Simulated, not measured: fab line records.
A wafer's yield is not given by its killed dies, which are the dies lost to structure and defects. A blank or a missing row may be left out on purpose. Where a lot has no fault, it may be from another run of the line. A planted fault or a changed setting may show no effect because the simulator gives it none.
Matching of chambers :: flow n5 finfet :: N5_DUMMY_GATE_ETCH_31 on rie diel-03: 4 sister chambers
The step etches SiO2 in C4F6/O2, target depth 82.5 nm, time 27.5 s. 14 wafers are shown with their chamber, then 7 later ones without.

== WAFERS WITH THEIR CHAMBER ==
wafer: L074.3
chamber: 1
showerhead plenum p Torr (Torr): 2.74
drypump motor current A (A): 6.1
throttle valve pct (%): 20.72

wafer: L074.4
chamber: 2
showerhead plenum p Torr (Torr): 2.99
drypump motor current A (A): 5.0
throttle valve pct (%): 21.21

wafer: L074.5
chamber: 1
showerhead plenum p Torr (Torr): 2.74
drypump motor current A (A): 6.1
throttle valve pct (%): 20.74

wafer: L075.2
chamber: 1
showerhead plenum p Torr (Torr): 2.74
drypump motor current A (A): 6.1
throttle valve pct (%): 20.72

wafer: L075.4
chamber: 3
showerhead plenum p Torr (Torr): 2.90
drypump motor current A (A): 5.4
throttle valve pct (%): 21.10

wafer: L075.6
chamber: 0
showerhead plenum p Torr (Torr): 2.85
drypump motor current A (A): 5.5
throttle valve pct (%): 21.37

wafer: L089.2
chamber: 3
showerhead plenum p Torr (Torr): 2.89
drypump motor current A (A): 5.3
throttle valve pct (%): 21.12

wafer: L089.4
chamber: 2
showerhead plenum p Torr (Torr): 2.98
drypump motor current A (A): 5.0
throttle valve pct (%): 21.26

wafer: L089.5
chamber: 2
showerhead plenum p Torr (Torr): 2.98
drypump motor current A (A): 5.0
throttle valve pct (%): 21.24

wafer: L090.2
chamber: 3
showerhead plenum p Torr (Torr): 2.89
drypump motor current A (A): 5.4
throttle valve pct (%): 21.14

wafer: L090.4
chamber: 1
showerhead plenum p Torr (Torr): 2.73
drypump motor current A (A): 6.1
throttle valve pct (%): 20.74

wafer: L090.5
chamber: 0
showerhead plenum p Torr (Torr): 2.84
drypump motor current A (A): 5.6
throttle valve pct (%): 21.40

wafer: L092.2
chamber: 0
showerhead plenum p Torr (Torr): 2.84
drypump motor current A (A): 5.5
throttle valve pct (%): 21.40

wafer: L092.3
chamber: 2
showerhead plenum p Torr (Torr): 2.98
drypump motor current A (A): 5.0
throttle valve pct (%): 21.26

SIGNATURES, as means of the wafers listed above
reading: showerhead plenum p Torr
chamber 0: 2.8433
chamber 1: 2.7375
chamber 2: 2.9825
chamber 3: 2.8933
scatter within a chamber: 0.00532

reading: drypump motor current A
chamber 0: 5.533
chamber 1: 6.100
chamber 2: 5.000
chamber 3: 5.367
scatter within a chamber: 0.0365

reading: throttle valve pct
chamber 0: 21.3900
chamber 1: 20.7300
chamber 2: 21.2425
chamber 3: 21.1200
scatter within a chamber: 0.0186
Rule: a wafer lies at a distance from a chamber equal to the root of the sum of squares, over the readings, of (its reading less the chamber's mean, divided by the reading's scatter). If the next closest chamber is less than 2 further off than the closest, the wafer can't be placed; otherwise it belongs to the closest. The scatter: take each reading less its chamber's mean, square it, sum over the shown wafers, divide by the number of wafers less the number of chambers, and take the root.

== WAFERS MISSING THEIR CHAMBER ==
wafer: L092.4
showerhead plenum p Torr (Torr): 2.89
drypump motor current A (A): 5.3
throttle valve pct (%): 21.17

wafer: L094.1
showerhead plenum p Torr (Torr): 2.97
drypump motor current A (A): 5.0
throttle valve pct (%): 21.27

wafer: L094.2
showerhead plenum p Torr (Torr): 2.89
drypump motor current A (A): 5.4
throttle valve pct (%): 21.15

wafer: L094.6
showerhead plenum p Torr (Torr): 2.97
drypump motor current A (A): 5.0
throttle valve pct (%): 21.26

wafer: L096.1
showerhead plenum p Torr (Torr): 2.83
drypump motor current A (A): 5.5
throttle valve pct (%): 21.43

wafer: L096.3
showerhead plenum p Torr (Torr): 2.97
drypump motor current A (A): 5.0
throttle valve pct (%): 21.28

wafer: L096.6
showerhead plenum p Torr (Torr): 2.89
drypump motor current A (A): 5.4
throttle valve pct (%): 21.17

== WHICH CHAMBER EACH ONE RAN IN ==
wafer: L092.4
from the rows above: 3
in truth: 3

wafer: L094.1
from the rows above: 2
in truth: 2

wafer: L094.2
from the rows above: 3
in truth: 3

wafer: L094.6
from the rows above: 2
in truth: 2

wafer: L096.1
from the rows above: 0
in truth: 0

wafer: L096.3
from the rows above: 2
in truth: 2

wafer: L096.6
from the rows above: 3
in truth: 3
Placed correctly: 7 of 7. Not placeable from these rows: 0. Wrongly placed: 0.
